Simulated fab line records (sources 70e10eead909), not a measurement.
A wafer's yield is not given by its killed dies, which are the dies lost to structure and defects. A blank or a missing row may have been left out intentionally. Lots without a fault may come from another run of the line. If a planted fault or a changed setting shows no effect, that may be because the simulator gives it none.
fab line records | flow nand-harc
[record] lots = 12 | wafers = 36 | last-day = 32
route steps=1302 shown A_BONDPAD@1221 THIN_TSV@1245 END@1302
lots that met no fault: taken from a fault-free run of the same line
start-h: hours from the record's opening day to when the first of the lot's shown wafers began | wait-h: hours since the lot's step before | " identical to the entry in the row above | L1.1+2: one row covering several wafers at once | - value missing, or start not given | * or withheld: withheld | < > ~ a bound
route shown NAME@n: a module of which the file shows steps, and the number in the route of the first | usual: average and standard deviation across the fault-free wafers | same: alike in all rows | chamber/n: place in a boat | sites: per-site readings | _std_site: their standard deviation | _edge_site: inner sites' mean taken away from outer sites' mean | radius-mm: for every site, how far away it sits from the centre of the wafer | mask NAME#n: copy n | behind: the most recent tool/chamber to have shaped the wafer | hold: why the lot went on hold/how many hours it stayed there/how the hold came to an end | device: which transistor (n, p or np) failed to switch | end of line: the same wafers' tests at the end of the route | where a step has no rows: the recipe by itself | killed: the dies lost at the first sort to structure and to defects; this is not the yield of the wafer | map: a wafer's dies, marking killed ones x, the rest . and places with no die _
set.NAME: the setting that was run; set.NAME@STEP: the one run at that earlier step | model.NAME: the simulator's own value behind a step, which no gauge read
the route's steps for a sample of lots (tables are steps, rows are wafers)
services: from which hour (start-h, from the record's first day; less than 0 if before it) a tool's chamber was out of use, for how many hours, and why
[[steps]]
[step NHARC_A_BONDPAD_CD_MEAS_13]
[usual] cd-nm = 499.0/2
lot.wafer | tool      | chamber | start-h | wait-h | cd-nm
L184.1    | cd-sem-02 | -       | 528.77  | -      | 502.0
L184.5    | "         | -       | "       | "      | 501.3
L184.6    | "         | -       | "       | "      | 499.4
L183.1    | cd-sem-01 | -       | 530.12  | -      | 503.3
L183.4    | "         | -       | "       | "      | 501.1
L183.5    | "         | -       | "       | "      | 502.0
L185.2    | cd-sem-01 | -       | 544.44  | -      | 497.6
L185.3    | "         | -       | "       | "      | 497.9
L185.4    | "         | -       | "       | "      | 496.0
L187.1    | cd-sem-01 | -       | 570.33  | -      | 499.3
L187.3    | "         | -       | "       | "      | 496.9
L187.5    | "         | -       | "       | "      | 498.1
L195.1    | cd-sem-02 | -       | 645.65  | -      | 500.5
L195.4    | "         | -       | "       | "      | 497.5
L195.6    | "         | -       | "       | "      | 498.4
L194.2    | cd-sem-01 | -       | 651.41  | -      | 494.7
L194.3    | "         | -       | "       | "      | 498.0
L194.4    | "         | -       | "       | "      | 497.4
L199.1    | cd-sem-01 | -       | 683.70  | -      | 496.8
L199.3    | "         | -       | "       | "      | 495.2
L199.6    | "         | -       | "       | "      | 496.9
L198.3    | cd-sem-01 | -       | 685.12  | -      | 499.2
L198.4    | "         | -       | "       | "      | 499.9
L198.5    | "         | -       | "       | "      | 499.1
L200.1    | cd-sem-01 | -       | 695.14  | -      | 496.3
L200.3    | "         | -       | "       | "      | 498.7
L200.4    | "         | -       | "       | "      | 499.3
L197.2    | cd-sem-03 | -       | 701.28  | -      | 502.1
L197.3    | "         | -       | "       | "      | 499.9
L197.5    | "         | -       | "       | "      | 501.9
L202.3    | cd-sem-03 | -       | 745.36  | -      | 497.3
L202.5    | "         | -       | "       | "      | 498.9
L202.6    | "         | -       | "       | "      | 497.1
L205.1    | cd-sem-02 | -       | 747.39  | -      | 499.8
L205.5    | "         | -       | "       | "      | 498.3
L205.6    | "         | -       | "       | "      | 497.0
[step NHARC_A_BONDPAD_STRIP_15]
[recipe] o2-flow-sccm = 500 | ar-flow-sccm = 0 | bias-w = 0 | chemistry = O2
[usual] drypump-motor-current-A = 5.8/0.44 | oes-product-au = 1.003/0.011 | rf-vpp-V = 57.9/0.93 | showerhead-plenum-p-Torr = 3.55/0.16 | throttle-valve-pct = 17.037/0.01
[same] bias-w = 0
lot.wafer | tool        | chamber | start-h | wait-h | drypump-motor-current-A | oes-product-au | rf-hours-counter-h | rf-vpp-V | showerhead-plenum-p-Torr | throttle-valve-pct
L184.1    | rie-diel-11 | 2       | 528.87  | 0.1    | 5.5                     | 1.005          | 23                 | 55.5     | 3.29                     | 17.034
L184.6    | "           | 1       | "       | "      | 5.8                     | 0.984          | -                  | 57.6     | 3.40                     | 17.040
L184.5    | "           | 2       | "       | "      | 5.5                     | 0.996          | -                  | 56.9     | 3.30                     | 17.053
L183.1    | rie-diel-07 | 0       | 530.20  | 0.1    | 5.8                     | 1.014          | 1                  | 56.4     | 3.41                     | 17.039
L183.4    | "           | 2       | "       | "      | 6.1                     | 1.000          | 1                  | 60.4     | 3.77                     | 17.036
L183.5    | "           | 1       | "       | "      | 6.3                     | 1.002          | -                  | 60.2     | 3.50                     | 17.043
L185.3    | rie-diel-07 | 3       | 544.52  | 0.1    | 5.9                     | 0.992          | 2                  | 58.2     | 3.54                     | 17.018
L185.4    | "           | 0       | "       | "      | 5.8                     | 1.021          | 2                  | 57.8     | 3.41                     | 17.034
L185.2    | "           | 1       | "       | "      | 6.3                     | 1.000          | 2                  | 56.6     | 3.50                     | 17.057
L187.1    | rie-diel-11 | 1       | 570.42  | 0.1    | 5.8                     | 0.983          | 41                 | 55.9     | 3.40                     | 17.047
L187.3    | "           | 3       | "       | "      | 5.4                     | 1.000          | 43                 | 57.4     | 3.75                     | 17.036
L187.5    | "           | 0       | "       | "      | 6.3                     | 0.982          | -                  | 57.3     | 3.45                     | 17.044
L195.1    | rie-diel-07 | 3       | 645.72  | 0.1    | 5.9                     | 0.992          | 5                  | 57.5     | 3.54                     | 17.044
L195.4    | "           | 1       | "       | "      | 6.3                     | 0.996          | 6                  | 58.1     | 3.50                     | 17.031
L195.6    | "           | 0       | "       | "      | 5.7                     | 1.010          | -                  | 58.2     | 3.40                     | 17.026
L194.2    | rie-diel-01 | 0       | 651.48  | 0.1    | 6.1                     | 1.013          | 15                 | 56.3     | 3.34                     | 17.035
L194.4    | "           | 1       | "       | "      | 5.0                     | 1.011          | 15                 | 59.0     | 3.78                     | 17.032
L194.3    | "           | 2       | "       | "      | 5.0                     | 1.009          | 15                 | 57.1     | 3.54                     | 17.053
L199.1    | rie-diel-07 | 0       | 683.80  | 0.1    | 5.7                     | 0.997          | 0                  | 57.8     | 3.40                     | 17.048
L199.3    | "           | 1       | "       | "      | 6.3                     | 1.010          | 0                  | 58.5     | 3.50                     | 17.033
L199.6    | "           | 2       | "       | "      | 6.1                     | 1.008          | -                  | 58.9     | 3.76                     | 17.036
L198.4    | rie-diel-07 | 2       | 685.19  | 0.1    | 6.1                     | 1.015          | 0                  | 57.9     | 3.76                     | 17.050
L198.3    | "           | 3       | "       | "      | 5.9                     | 1.010          | 0                  | 58.0     | 3.54                     | 17.041
L198.5    | "           | 3       | "       | "      | 5.9                     | 1.013          | -                  | 58.2     | 3.54                     | 17.048
L200.4    | rie-diel-01 | 1       | 695.22  | 0.1    | 5.0                     | 1.006          | 22                 | 59.1     | 3.78                     | 17.034
L200.3    | "           | 3       | "       | "      | 6.3                     | 1.008          | 24                 | 57.8     | 3.36                     | 17.042
L200.1    | "           | 0       | "       | "      | 6.0                     | 1.006          | 23                 | 56.4     | 3.34                     | 17.057
L197.2    | rie-diel-01 | 0       | 701.36  | 0.1    | 6.0                     | 1.015          | 25                 | 57.5     | 3.33                     | 17.036
L197.3    | "           | 2       | "       | "      | 5.0                     | 1.011          | 23                 | 58.8     | 3.54                     | 17.030
L197.5    | "           | 1       | "       | "      | 5.0                     | 1.018          | -                  | 56.9     | 3.78                     | 17.034
L202.3    | rie-diel-11 | 3       | 745.45  | 0.1    | 5.4                     | 1.025          | 40                 | 57.0     | 3.72                     | 17.023
L202.5    | "           | 2       | "       | "      | 5.5                     | 1.001          | -                  | 57.7     | 3.79                     | 17.047
L202.6    | "           | 3       | "       | "      | 5.4                     | 1.011          | -                  | 58.5     | 3.72                     | 17.026
L205.1    | rie-diel-07 | 2       | 747.51  | 0.1    | 6.1                     | 0.996          | 1                  | 58.0     | 3.76                     | 17.044
L205.6    | "           | 1       | "       | "      | 6.3                     | 1.003          | -                  | 58.1     | 3.50                     | 17.034
L205.5    | "           | 2       | "       | "      | 6.1                     | 0.984          | -                  | 60.1     | 3.76                     | 17.040
[step NHARC_A_BONDPAD_DEGAS_25]
[recipe] temp-c = 300 | time-s = 60
[usual] heater-power-w = 477/47
lot.wafer | tool           | chamber | start-h | wait-h | heater-power-w
L184.1    | pvd-sputter-02 | -       | 529.40  | -      | 422
L184.6    | "              | -       | "       | "      | 422
L184.5    | "              | -       | "       | "      | 473
L183.1    | pvd-sputter-01 | -       | 530.76  | -      | 486
L183.4    | "              | -       | "       | "      | 417
L183.5    | "              | -       | "       | "      | 492
L185.4    | pvd-sputter-01 | -       | 545.10  | -      | 489
L185.2    | "              | -       | "       | "      | 482
L185.3    | "              | -       | "       | "      | 422
L187.3    | pvd-sputter-02 | -       | 570.95  | -      | 422
L187.1    | "              | -       | "       | "      | 616
L187.5    | "              | -       | "       | "      | 469
L195.1    | pvd-sputter-02 | -       | 646.31  | -      | 617
L195.4    | "              | -       | "       | "      | 446
L195.6    | "              | -       | "       | "      | 415
L194.3    | pvd-sputter-03 | -       | 652.08  | -      | 493
L194.2    | "              | -       | "       | "      | 477
L194.4    | "              | -       | "       | "      | 467
L199.3    | pvd-sputter-01 | -       | 684.32  | -      | 498
L199.1    | "              | -       | "       | "      | 497
L199.6    | "              | -       | "       | "      | 504
L198.3    | pvd-sputter-03 | -       | 685.74  | -      | 459
L198.4    | "              | -       | "       | "      | 472
L198.5    | "              | -       | "       | "      | 460
L200.1    | pvd-sputter-01 | -       | 695.77  | -      | 441
L200.4    | "              | -       | "       | "      | 506
L200.3    | "              | -       | "       | "      | 431
L197.2    | pvd-sputter-01 | -       | 701.91  | -      | 458
L197.3    | "              | -       | "       | "      | 523
L197.5    | "              | -       | "       | "      | 429
L202.3    | pvd-sputter-03 | -       | 745.99  | -      | 484
L202.6    | "              | -       | "       | "      | 498
L202.5    | "              | -       | "       | "      | 480
L205.1    | pvd-sputter-02 | -       | 748.06  | -      | 449
L205.6    | "              | -       | "       | "      | 438
L205.5    | "              | -       | "       | "      | 616
[step NHARC_THIN_TSV_CMP_01]
[recipe] target-thk-um = 3
[usual] edge-zone-pressure-frac = 0.999/0.0049 | motor-current-A = 11.5/1.1
lot.wafer | tool   | chamber | start-h | wait-h | edge-zone-pressure-frac | motor-current-A
L184.1    | cmp-04 | 3       | 541.07  | 1.0    | 1.001                   | 10.6
L184.6    | "      | 2       | "       | "      | 0.995                   | 12.5
L184.5    | "      | 3       | "       | "      | 1.000                   | 9.9
L183.4    | cmp-01 | 0       | 543.45  | 0.4    | 0.997                   | 11.2
L183.1    | "      | 3       | "       | "      | 1.006                   | 10.1
L183.5    | "      | 0       | "       | "      | 1.000                   | 12.0
L185.2    | cmp-01 | 1       | 558.10  | 0.8    | 1.000                   | 12.1
L185.3    | "      | 3       | "       | "      | 0.999                   | 11.2
L185.4    | "      | 0       | "       | "      | 0.997                   | 12.2
L187.1    | cmp-01 | 2       | 583.74  | 1.0    | 1.001                   | 10.6
L187.3    | "      | 0       | "       | "      | 0.995                   | 11.6
L187.5    | "      | 2       | "       | "      | 1.003                   | 10.8
L195.1    | cmp-01 | 1       | 659.28  | 1.1    | -                       | -
L195.4    | "      | 2       | "       | "      | -                       | -
L195.6    | "      | 1       | "       | "      | -                       | -
L194.3    | cmp-01 | 3       | 664.71  | 0.6    | -                       | -
L194.2    | "      | 0       | "       | "      | -                       | -
L194.4    | "      | 1       | "       | "      | -                       | -
L199.1    | cmp-04 | 2       | 696.80  | 1.0    | 1.003                   | 13.1
L199.3    | "      | 0       | "       | "      | 1.007                   | 9.8
L199.6    | "      | 2       | "       | "      | 1.004                   | 11.8
L198.3    | cmp-04 | 1       | 698.01  | 0.6    | 1.000                   | 12.0
L198.4    | "      | 3       | "       | "      | 0.996                   | 10.7
L198.5    | "      | 0       | "       | "      | 1.003                   | 10.1
L200.3    | cmp-04 | 1       | 708.31  | 0.6    | 0.992                   | 11.3
L200.4    | "      | 2       | "       | "      | 0.992                   | 12.3
L200.1    | "      | 3       | "       | "      | 0.991                   | 10.6
L197.3    | cmp-03 | 3       | 716.13  | 0.6    | 1.002                   | 11.0
L197.2    | "      | 0       | "       | "      | 1.007                   | 12.0
L197.5    | "      | 3       | "       | "      | 0.994                   | 11.6
L202.3    | cmp-01 | 2       | 759.01  | 0.7    | 1.002                   | 11.1
L202.5    | "      | 3       | "       | "      | 1.001                   | 10.9
L202.6    | "      | 0       | "       | "      | 1.004                   | 11.2
L205.1    | cmp-01 | 3       | 760.20  | 1.1    | 0.998                   | 11.0
L205.5    | "      | 0       | "       | "      | 0.997                   | 12.1
L205.6    | "      | 1       | "       | "      | 0.996                   | 12.4
[step NHARC_THIN_TSV_THK_MEAS_02]
[recipe] thk-meas-gauge = ir
[usual] thk-nm = 2983/230
lot.wafer | tool          | chamber | start-h | wait-h | thk-nm
L184.1    | film-metro-01 | -       | 541.30  | -      | 3332
L184.5    | "             | -       | "       | "      | 3091
L184.6    | "             | -       | "       | "      | 3173
L183.1    | film-metro-02 | -       | 543.71  | -      | 2742
L183.4    | "             | -       | "       | "      | 3060
L183.5    | "             | -       | "       | "      | 2692
L185.2    | film-metro-02 | -       | 558.36  | -      | 2681
L185.3    | "             | -       | "       | "      | 2891
L185.4    | "             | -       | "       | "      | 2596
L187.1    | film-metro-01 | -       | 583.98  | -      | 3216
L187.3    | "             | -       | "       | "      | 3413
L187.5    | "             | -       | "       | "      | 3525
L195.1    | film-metro-02 | -       | 659.52  | 0.2    | 6207
L195.4    | "             | -       | "       | "      | 6280
L195.6    | "             | -       | "       | "      | 6414
L194.2    | film-metro-02 | -       | 664.97  | 0.2    | 5912
L194.3    | "             | -       | "       | "      | 5893
L194.4    | "             | -       | "       | "      | 5953
L199.1    | film-metro-02 | -       | 697.07  | 0.2    | 2846
L199.3    | "             | -       | "       | "      | 2763
L199.6    | "             | -       | "       | "      | 2591
L198.3    | film-metro-02 | -       | 698.25  | -      | 3045
L198.4    | "             | -       | "       | "      | 3143
L198.5    | "             | -       | "       | "      | 2850
L200.1    | film-metro-02 | -       | 708.57  | -      | 2887
L200.3    | "             | -       | "       | "      | 3056
L200.4    | "             | -       | "       | "      | 3085
L197.2    | film-metro-02 | -       | 716.37  | -      | 2799
L197.3    | "             | -       | "       | "      | 3002
L197.5    | "             | -       | "       | "      | 2777
L202.3    | film-metro-02 | -       | 759.20  | -      | 3323
L202.5    | "             | -       | "       | "      | 2540
L202.6    | "             | -       | "       | "      | 2600
L205.1    | film-metro-02 | -       | 760.39  | -      | 2977
L205.5    | "             | -       | "       | "      | 2997
L205.6    | "             | -       | "       | "      | 2818
[step NHARC_END_SORT_01]
[recipe] temp-c = 25
[usual] defect-limited-yield = 90.2/2.3 | killed-at-array = 62/15 | killed-at-other = 0.8/1 | killed-at-periphery = 3.7/2.6 | killed-dies = 66/15 | killed-open = 3.1/1.8 | killed-short = 2.6/1.7
[same] gross-dies = 677
lot.wafer | tool      | chamber | start-h | wait-h | defect-limited-yield[%] | killed-at-array | killed-at-other | killed-at-periphery | killed-dies | killed-open | killed-short
L195.1    | prober-01 | 0       | 674.57  | 2.5    | 0                       | 47              | 629             | 1                   | 677         | 5           | 3
L195.4    | prober-01 | 0       | 676.95  | 3.4    | 0                       | 41              | 634             | 2                   | 677         | 2           | 2
L195.6    | prober-01 | 0       | 678.54  | 4.0    | 0                       | 50              | 626             | 1                   | 677         | 1           | 5
L194.2    | prober-01 | 0       | 683.11  | 2.8    | 0                       | 61              | 614             | 2                   | 677         | 1           | 3
L194.3    | prober-01 | 0       | 683.92  | 3.1    | 0                       | 55              | 618             | 4                   | 677         | 0           | 3
L194.4    | prober-01 | 0       | 684.72  | 3.4    | 0                       | 64              | 612             | 1                   | 677         | 1           | 2
// killed by level:class
L195.1 THIN_TSV:area-cmp=627 A_CHANNEL_HOLE_D1:chamber-film-flake=24 A_CONTACT:chamber-film-flake=7 A_ZERO_WELL:chamber-film-flake=2 A_SGD_CUT:chamber-film-flake=2 A_WL_FILL:chamber-film-flake=2 P_CONTACT:geometric-particle:open=1 A_SOURCE_PLATE:geometric-particle:short=1
L195.4 THIN_TSV:area-cmp=633 A_CHANNEL_HOLE_D1:chamber-film-flake=31 A_CONTACT:chamber-film-flake=3 P_M0:geometric-particle:open=1 A_ONON_D1:geometric-particle:short=1 A_WL_FILL:geometric-particle:short=1 A_CONTACT:geometric-particle:open=1 P_GATE:chamber-film-flake=1
L195.6 THIN_TSV:area-cmp=625 A_CHANNEL_HOLE_D1:chamber-film-flake=30 A_CONTACT:chamber-film-flake=5 A_SLIT:chamber-film-flake=3 A_M1:chamber-film-flake=2 P_M1:geometric-particle:short=1 A_CHANNEL_FILL_D1:geometric-particle:short=1 A_CHANNEL_FILL_D2:geometric-particle:short=1
L194.2 THIN_TSV:area-cmp=614 A_CHANNEL_HOLE_D1:chamber-film-flake=34 A_CHANNEL_HOLE_D2:chamber-film-flake=10 A_CONTACT:chamber-film-flake=4 A_M1:chamber-film-flake=4 A_CHANNEL_FILL_D2:geometric-particle:short=2 A_SLIT:chamber-film-flake=2 A_WL_FILL:chamber-film-flake=2
L194.3 THIN_TSV:area-cmp=618 A_CHANNEL_HOLE_D1:chamber-film-flake=23 A_CHANNEL_HOLE_D2:chamber-film-flake=12 A_CONTACT:chamber-film-flake=8 A_M1:chamber-film-flake=5 P_ZERO_WELL:chamber-film-flake=2 A_CHANNEL_FILL_D1:chamber-film-flake=2 A_WL_FILL:chamber-film-flake=2
L194.4 THIN_TSV:area-cmp=612 A_CHANNEL_HOLE_D1:chamber-film-flake=30 A_CHANNEL_HOLE_D2:chamber-film-flake=17 A_CONTACT:chamber-film-flake=6 A_M1:chamber-film-flake=3 A_SLIT:chamber-film-flake=2 A_WL_FILL:chamber-film-flake=2 A_CHANNEL_FILL_D1:geometric-particle:short=1
[[services]]
tool           | chamber | start-h | hours | kind
pvd-sputter-02 | -       | 505.16  | 2.7   | repair
pvd-sputter-03 | -       | 525.09  | 1.0   | repair
pvd-sputter-03 | -       | 526.10  | 10.0  | pm
cmp-01         | -       | 527.55  | 0.5   | repair
rie-diel-07    | -       | 547.11  | 0.3   | repair
rie-diel-07    | 3       | 553.76  | 14.2  | repair
cmp-01         | -       | 557.02  | 0.6   | repair
pvd-sputter-02 | -       | 566.26  | 2.7   | repair
cmp-04         | -       | 568.24  | 3.2   | repair
cmp-01         | -       | 577.52  | 4.0   | pm
pvd-sputter-01 | -       | 584.22  | 10.0  | pm
cmp-01         | -       | 600.13  | 1.7   | repair
cmp-04         | -       | 602.51  | 4.0   | pm
pvd-sputter-01 | -       | 628.54  | 2.7   | repair
pvd-sputter-02 | -       | 646.78  | 10.0  | pm
rie-diel-07    | -       | 648.20  | 9.0   | pm
cmp-01         | -       | 675.52  | 4.0   | pm
rie-diel-07    | 1       | 688.24  | 2.2   | repair
cmp-04         | -       | 700.51  | 4.0   | pm
cmp-04         | -       | 710.66  | 0.5   | repair
rie-diel-07    | -       | 725.88  | 1.9   | repair
pvd-sputter-02 | -       | 732.28  | 1.7   | repair
rie-diel-07    | 2       | 753.24  | 3.1   | repair
pvd-sputter-01 | -       | 759.75  | 2.4   | repair
[[key]]
[first-sign] step = NHARC_THIN_TSV_CMP_01 | reading = tool-record | direction = missing
[effect] step = NHARC_THIN_TSV_THK_MEAS_02 | reading = thk-nm | direction = up | sigmas = 14 | usual = 2983 | struck = 6110
[effect] step = NHARC_END_SORT_01 | reading = killed-at-other | direction = up | sigmas = 99+ | usual = 0.8 | struck = 622.2
[more-kills-born-at] NHARC_THIN_TSV_CMP_01@cmp-01 = 3729
met-at NHARC_THIN_TSV_CMP_01
struck-lots L194,L195
later-rows-left-out L194.2,L194.3,L194.4,L195.1,L195.4,L195.6
not-acting-at NHARC_A_BONDPAD_CD_MEAS_13,NHARC_A_BONDPAD_STRIP_15,NHARC_A_BONDPAD_DEGAS_25
onset-between 583.74 659.28
[fault] kind = skipped-step-whole | tool = cmp-01 | chamber = - | onset-h = 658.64 | steps = NHARC_THIN_TSV_CMP_01 | scope = struck-lots-only
// later-rows-left-out: the simulator's readings of these wafers behind a module that went badly wrong aren't trusted and aren't shown, but for the sort
